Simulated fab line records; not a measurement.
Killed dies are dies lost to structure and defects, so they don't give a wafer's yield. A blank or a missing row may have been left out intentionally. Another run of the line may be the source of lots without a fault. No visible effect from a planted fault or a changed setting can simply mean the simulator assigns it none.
Chamber matching + flow n5-finfet + N5_DUMMY_GATE_ETCH_29 on rie-diel-06: 4 sister chambers
The step etches underlayer in N2/H2, target depth 13 nm. 8 wafers are shown with their chamber, then 9 later ones without.

== WAFERS, EACH WITH ITS CHAMBER ==
| wafer  | chamber | showerhead-plenum-p-Torr (Torr) | drypump-motor-current-A (A) |
|--------|---------|---------------------------------|-----------------------------|
| L077.3 | 1       | 2.38                            | 5.5                         |
| L086.6 | 2       | 2.40                            | 4.8                         |
| L087.1 | 2       | 2.40                            | 4.8                         |
| L087.4 | 0       | 2.63                            | 5.6                         |
| L087.5 | 3       | 2.51                            | 6.1                         |
| L090.1 | 3       | 2.50                            | 6.2                         |
| L090.2 | 1       | 2.37                            | 5.6                         |
| L090.6 | 0       | 2.63                            | 5.6                         |

== WAFERS WHOSE CHAMBER IS MISSING ==
| wafer  | showerhead-plenum-p-Torr (Torr) | drypump-motor-current-A (A) |
|--------|---------------------------------|-----------------------------|
| L092.1 | 2.50                            | 6.2                         |
| L092.2 | 2.63                            | 5.6                         |
| L092.6 | 2.50                            | 6.2                         |
| L093.1 | 2.37                            | 5.5                         |
| L093.4 | 2.72                            | 4.8                         |
| L093.5 | 2.37                            | 5.6                         |
| L096.2 | 2.37                            | 5.6                         |
| L096.3 | 2.71                            | 4.8                         |
| L096.5 | 2.50                            | 6.2                         |

== THE CHAMBER EACH PASSED THROUGH ==
| wafer  | from the rows above | in truth                   |
|--------|---------------------|----------------------------|
| L092.1 | 3                   | 3                          |
| L092.2 | 0                   | 0                          |
| L092.6 | 3                   | 3                          |
| L093.1 | 1                   | 1                          |
| L093.4 | 0                   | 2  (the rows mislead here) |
| L093.5 | 1                   | 1                          |
| L096.2 | 1                   | 1                          |
| L096.3 | 0                   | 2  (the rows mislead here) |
| L096.5 | 3                   | 3                          |
Correctly placed: 7 of 9. Not placeable from these rows: 0. Number placed wrongly: 2.
How it was worked out, from the rows above alone: a wafer's distance from a chamber is the root of the sum, over the readings, of the square of ((its reading less the chamber's mean) divided by the reading's scatter). If the next closest chamber is less than 2 further off than the closest, the wafer can't be placed; otherwise it belongs to the closest. Each chamber's mean is taken over the wafers shown for it. How the scatter is found: for the shown wafers, subtract from each reading the mean of its chamber, square and add these, divide the total by (wafers less chambers), then take the root.
